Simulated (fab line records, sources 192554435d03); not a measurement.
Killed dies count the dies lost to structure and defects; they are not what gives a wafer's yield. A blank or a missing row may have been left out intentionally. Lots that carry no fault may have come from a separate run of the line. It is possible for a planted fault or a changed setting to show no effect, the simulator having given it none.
Split-lot experiment || flow n5 finfet || 21 wafers read across 7 lots, on a route 1938 steps long

THE SPLIT
At N5_BEOL_M13_SPUTTER_44 (material Ta, target thk 10 nm, time 16.13 s), the setting power w was moved away from the recipe's 15000 W on 2 of the 21 wafers read, by -4.7% to +12.7%. All remaining wafers had this setting at the recipe value.

The reading is taken at the split's own step.

THE READING
Ta_of_BEOL_M13_SPUTTER_44.thk nm (the simulator's own value, which no gauge read), in nm, at N5_BEOL_M13_SPUTTER_44 (material Ta, target thk 10 nm, time 16.13 s). The file gives no usual value for it. Here, 19 wafers ran the recipe; their average is 9.9 nm with a standard deviation of 0.16 nm.

{"wafer": "L076.1", "tool, chamber at the split": "pvd sputter-02, -", "power w as run, W": 15000, "against the recipe": "recipe", "Ta_of_BEOL_M13_SPUTTER_44.thk nm, nm": 9.8, "against lot-mates on the recipe": "-"}
{"wafer": "L076.4", "tool, chamber at the split": "pvd sputter-02, -", "power w as run, W": 15000, "against the recipe": "recipe", "Ta_of_BEOL_M13_SPUTTER_44.thk nm, nm": 10, "against lot-mates on the recipe": "-"}
{"wafer": "L076.6", "tool, chamber at the split": "pvd sputter-02, -", "power w as run, W": 15000, "against the recipe": "recipe", "Ta_of_BEOL_M13_SPUTTER_44.thk nm, nm": 9.6, "against lot-mates on the recipe": "-"}
{"wafer": "L079.2", "tool, chamber at the split": "pvd sputter-02, -", "power w as run, W": 15000, "against the recipe": "recipe", "Ta_of_BEOL_M13_SPUTTER_44.thk nm, nm": 9.8, "against lot-mates on the recipe": "-"}
{"wafer": "L079.3", "tool, chamber at the split": "pvd sputter-02, -", "power w as run, W": 15000, "against the recipe": "recipe", "Ta_of_BEOL_M13_SPUTTER_44.thk nm, nm": 9.8, "against lot-mates on the recipe": "-"}
{"wafer": "L079.6", "tool, chamber at the split": "pvd sputter-02, -", "power w as run, W": 15000, "against the recipe": "recipe", "Ta_of_BEOL_M13_SPUTTER_44.thk nm, nm": 10, "against lot-mates on the recipe": "-"}
{"wafer": "L081.3", "tool, chamber at the split": "pvd sputter-01, -", "power w as run, W": 15000, "against the recipe": "recipe", "Ta_of_BEOL_M13_SPUTTER_44.thk nm, nm": 9.8, "against lot-mates on the recipe": "-"}
{"wafer": "L081.5", "tool, chamber at the split": "pvd sputter-01, -", "power w as run, W": 15000, "against the recipe": "recipe", "Ta_of_BEOL_M13_SPUTTER_44.thk nm, nm": 9.8, "against lot-mates on the recipe": "-"}
{"wafer": "L081.4", "tool, chamber at the split": "pvd sputter-01, -", "power w as run, W": 14290, "against the recipe": "-4.7%", "Ta_of_BEOL_M13_SPUTTER_44.thk nm, nm": 9.4, "against lot-mates on the recipe": -0.4}
{"wafer": "L083.1", "tool, chamber at the split": "pvd sputter-01, -", "power w as run, W": 15000, "against the recipe": "recipe", "Ta_of_BEOL_M13_SPUTTER_44.thk nm, nm": 9.8, "against lot-mates on the recipe": "-"}
{"wafer": "L083.3", "tool, chamber at the split": "pvd sputter-01, -", "power w as run, W": 15000, "against the recipe": "recipe", "Ta_of_BEOL_M13_SPUTTER_44.thk nm, nm": 10, "against lot-mates on the recipe": "-"}
{"wafer": "L083.6", "tool, chamber at the split": "pvd sputter-01, -", "power w as run, W": 15000, "against the recipe": "recipe", "Ta_of_BEOL_M13_SPUTTER_44.thk nm, nm": 10, "against lot-mates on the recipe": "-"}
{"wafer": "L086.1", "tool, chamber at the split": "pvd sputter-01, -", "power w as run, W": 15000, "against the recipe": "recipe", "Ta_of_BEOL_M13_SPUTTER_44.thk nm, nm": 10, "against lot-mates on the recipe": "-"}
{"wafer": "L086.2", "tool, chamber at the split": "pvd sputter-01, -", "power w as run, W": 15000, "against the recipe": "recipe", "Ta_of_BEOL_M13_SPUTTER_44.thk nm, nm": 10.2, "against lot-mates on the recipe": "-"}
{"wafer": "L086.3", "tool, chamber at the split": "pvd sputter-01, -", "power w as run, W": 15000, "against the recipe": "recipe", "Ta_of_BEOL_M13_SPUTTER_44.thk nm, nm": 10.2, "against lot-mates on the recipe": "-"}
{"wafer": "L088.4", "tool, chamber at the split": "pvd sputter-02, -", "power w as run, W": 15000, "against the recipe": "recipe", "Ta_of_BEOL_M13_SPUTTER_44.thk nm, nm": 10, "against lot-mates on the recipe": "-"}
{"wafer": "L088.5", "tool, chamber at the split": "pvd sputter-02, -", "power w as run, W": 15000, "against the recipe": "recipe", "Ta_of_BEOL_M13_SPUTTER_44.thk nm, nm": 10, "against lot-mates on the recipe": "-"}
{"wafer": "L088.6", "tool, chamber at the split": "pvd sputter-02, -", "power w as run, W": 15000, "against the recipe": "recipe", "Ta_of_BEOL_M13_SPUTTER_44.thk nm, nm": 10, "against lot-mates on the recipe": "-"}
{"wafer": "L089.1", "tool, chamber at the split": "pvd sputter-01, -", "power w as run, W": 16900, "against the recipe": "+12.7%", "Ta_of_BEOL_M13_SPUTTER_44.thk nm, nm": 11.4, "against lot-mates on the recipe": "+1.3"}
{"wafer": "L089.2", "tool, chamber at the split": "pvd sputter-01, -", "power w as run, W": 15000, "against the recipe": "recipe", "Ta_of_BEOL_M13_SPUTTER_44.thk nm, nm": 10.2, "against lot-mates on the recipe": "-"}
{"wafer": "L089.6", "tool, chamber at the split": "pvd sputter-01, -", "power w as run, W": 15000, "against the recipe": "recipe", "Ta_of_BEOL_M13_SPUTTER_44.thk nm, nm": 10, "against lot-mates on the recipe": "-"}

THE FIT
A straight line over all 21 wafers: Ta_of_BEOL_M13_SPUTTER_44.thk nm changes by +0.115 nm for each +1% of power w; r = +0.91; the points scatter about the line by 0.16 nm.
The same after taking each lot's own level away (the mean of its wafers on the recipe; 21 wafers): +0.1 nm for each +1%; r = +0.95; scatter 0.099 nm.
That fit puts the effect of the largest move of power w on the reading at 1.3 nm.
Measured against the standard deviation above, the lots' own levels, which go from 9.80 to 10.13 nm, span 2.1 times it.
Thus the slope moves with the lot-to-lot level: the two fits are different.
Check: with one of the wafers moved furthest among these (+12.7%) left out of the fit, the line predicts +1.07 nm for it against its lot-mates. Against them it came out at +1.3 nm.

THE FILE'S OWN FIT
Ta_of_BEOL_M13_SPUTTER_44.thk nm changes by +0.1 nm for each +1% of power w, r = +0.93.
